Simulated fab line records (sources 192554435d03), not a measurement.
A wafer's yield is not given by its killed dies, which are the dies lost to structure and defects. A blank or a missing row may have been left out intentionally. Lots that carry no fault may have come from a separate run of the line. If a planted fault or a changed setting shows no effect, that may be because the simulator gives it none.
Split-lot experiment + flow n5_finfet + 21 wafers read from 7 lots, route of 1938 steps

THE SPLIT ITSELF
At N5_BEOL_M0_ETCH_109 (etches SiCN in CH3F/O2, target depth 8 nm, overetch 2.4 nm, time 27.4 s), the setting bias_w was moved away from the recipe's 75 W on 4 of the 21 wafers read, by -13.1% to +9.6%. The other wafers ran this setting at the recipe's value.

Reading taken at the split's own step.

THE READING
rf_vpp_V, in V, at N5_BEOL_M0_ETCH_109 (etches SiCN in CH3F/O2, target depth 8 nm, overetch 2.4 nm, time 27.4 s). Fault-free wafers of this fab line usually give 297.5 V, standard deviation 1.8 V.

| wafer  | tool, chamber at the split | bias_w as run, W | against the recipe | rf_vpp_V, V | against lot-mates on the recipe |
|--------|----------------------------|------------------|--------------------|-------------|---------------------------------|
| L076.1 | rie_diel-03, 3             | 75               | recipe             | 297.0       | -                               |
| L076.4 | rie_diel-03, 1             | 75               | recipe             | 298.8       | -                               |
| L076.6 | rie_diel-03, 3             | 69.36            | -7.5%              | 281.2       | -16.7                           |
| L079.2 | rie_diel-05, 2             | 75               | recipe             | 299.8       | -                               |
| L079.3 | rie_diel-05, 0             | 75               | recipe             | 298.8       | -                               |
| L079.6 | rie_diel-05, 0             | 65.19            | -13.1%             | 273.1       | -26.2                           |
| L081.3 | rie_diel-03, 1             | 82.19            | +9.6%              | 316.6       | +20.3                           |
| L081.4 | rie_diel-03, 2             | 82.19            | +9.6%              | 312.9       | +16.6                           |
| L081.5 | rie_diel-03, 3             | 75               | recipe             | 296.3       | -                               |
| L083.1 | rie_diel-04, 2             | 75               | recipe             | 293.9       | -                               |
| L083.3 | rie_diel-04, 1             | 75               | recipe             | 297.4       | -                               |
| L083.6 | rie_diel-04, 2             | 75               | recipe             | 294.7       | -                               |
| L086.1 | rie_diel-03, 1             | 75               | recipe             | 298.1       | -                               |
| L086.2 | rie_diel-03, 0             | 75               | recipe             | 299.4       | -                               |
| L086.3 | rie_diel-03, 2             | 75               | recipe             | 296.1       | -                               |
| L088.4 | rie_diel-03, 2             | 75               | recipe             | 294.1       | -                               |
| L088.5 | rie_diel-03, 0             | 75               | recipe             | 299.3       | -                               |
| L088.6 | rie_diel-03, 1             | 75               | recipe             | 296.8       | -                               |
| L089.1 | rie_diel-03, 0             | 75               | recipe             | 298.0       | -                               |
| L089.2 | rie_diel-03, 1             | 75               | recipe             | 298.7       | -                               |
| L089.6 | rie_diel-03, 3             | 75               | recipe             | 297.5       | -                               |

THE FIT
A straight line over all 21 wafers: rf_vpp_V changes by +1.88 V for each +1% of bias_w; r = +0.98; the points scatter about the line by 1.8 V.
The same after taking each lot's own level away (the mean of its wafers on the recipe; 21 wafers): +2 V for each +1%; r = +0.99; scatter 1.4 V.
According to that fit, moving bias_w by its largest amount changes the reading by 26 V.
Measured against the standard deviation above, the lots' own levels, which go from 295.33 to 299.30 V, span 2.2 times it.
Hence the lot-to-lot level has little effect on the slope; both slopes agree.
Check: -26.3 V against its lot-mates is what the line predicts for one of the wafers moved furthest among these (-13.1%) when that wafer is left out of the fit. It came out at -26.2 V against them.
Tool readings at the split's step, against how far the setting was moved: rf_vpp_V r = +0.98.

THE FILE'S OWN FIT
rf_vpp_V changes by +2.02 V for each +1% of bias_w, r = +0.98.
